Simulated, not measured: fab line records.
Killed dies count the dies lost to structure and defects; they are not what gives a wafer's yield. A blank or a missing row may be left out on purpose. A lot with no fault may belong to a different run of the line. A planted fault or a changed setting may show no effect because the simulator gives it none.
Chamber matching    flow n5-finfet    N5_MOL_CONTACT_COAG_ETCH_90 on rie-diel-02: 4 sister chambers
The step etches SiARC in CF4, target depth 13 nm, time 21.7 s. 16 wafers are shown with their chamber, then 8 later ones without.

## EACH WAFER AND ITS CHAMBER
wafer   chamber  drypump-motor-current-A (A)  showerhead-plenum-p-Torr (Torr)  throttle-valve-pct (%)
L074.2  0        5.4                          2.17                             15.38
L074.3  2        6.6                          2.06                             15.43
L074.4  3        5.5                          2.12                             15.59
L076.1  3        5.5                          2.11                             15.57
L076.2  2        6.6                          2.06                             15.44
L076.4  0        5.4                          2.17                             15.37
L075.3  1        5.4                          2.20                             16.00
L075.4  2        6.6                          2.06                             15.46
L075.5  3        5.5                          2.11                             15.58
L077.1  2        6.5                          2.06                             15.45
L077.4  3        5.5                          2.11                             15.60
L077.6  2        6.6                          2.06                             15.46
L082.4  2        6.6                          2.06                             15.48
L082.5  0        5.4                          2.16                             15.40
L082.6  3        5.5                          2.11                             15.60
L084.3  2        6.6                          2.06                             15.49

SIGNATURES (averages over the wafers above)
reading                   chamber 0  chamber 1  chamber 2  chamber 3  scatter within a chamber
drypump-motor-current-A   5.400      5.400      6.586      5.500      0.0267
showerhead-plenum-p-Torr  2.1667     2.2000     2.0600     2.1120     0.0035
throttle-valve-pct        15.3833    16.0000    15.4586    15.5880    0.0179
Rule: a wafer lies at a distance from a chamber equal to the root of the sum of squares, over the readings, of (its reading less the chamber's mean, divided by the reading's scatter). If the next closest chamber is less than 2 further off than the closest, the wafer can't be placed; otherwise it belongs to the closest. How the scatter is found: for the shown wafers, subtract from each reading the mean of its chamber, square and add these, divide the total by (wafers less chambers), then take the root.

## WAFERS MISSING THEIR CHAMBER
wafer   drypump-motor-current-A (A)  showerhead-plenum-p-Torr (Torr)  throttle-valve-pct (%)
L084.5  5.5                          2.11                             15.61
L084.6  6.6                          2.06                             15.48
L089.3  5.4                          2.19                             15.54
L089.5  5.4                          2.16                             15.44
L089.6  5.4                          2.19                             15.54
L090.3  5.4                          2.19                             15.56
L090.4  5.4                          2.16                             15.44
L090.6  5.5                          2.11                             15.64

## CHAMBER TAKEN BY EACH
wafer    from the rows above   in truth
L084.5   3                     3
L084.6   2                     2
L089.3   0                     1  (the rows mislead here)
L089.5   0                     0
L089.6   0                     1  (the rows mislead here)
L090.3   0                     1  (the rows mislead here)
L090.4   0                     0
L090.6   3                     3
Correct placement for 5 of the 8. Can't be placed from these rows: 0. Number placed wrongly: 3.
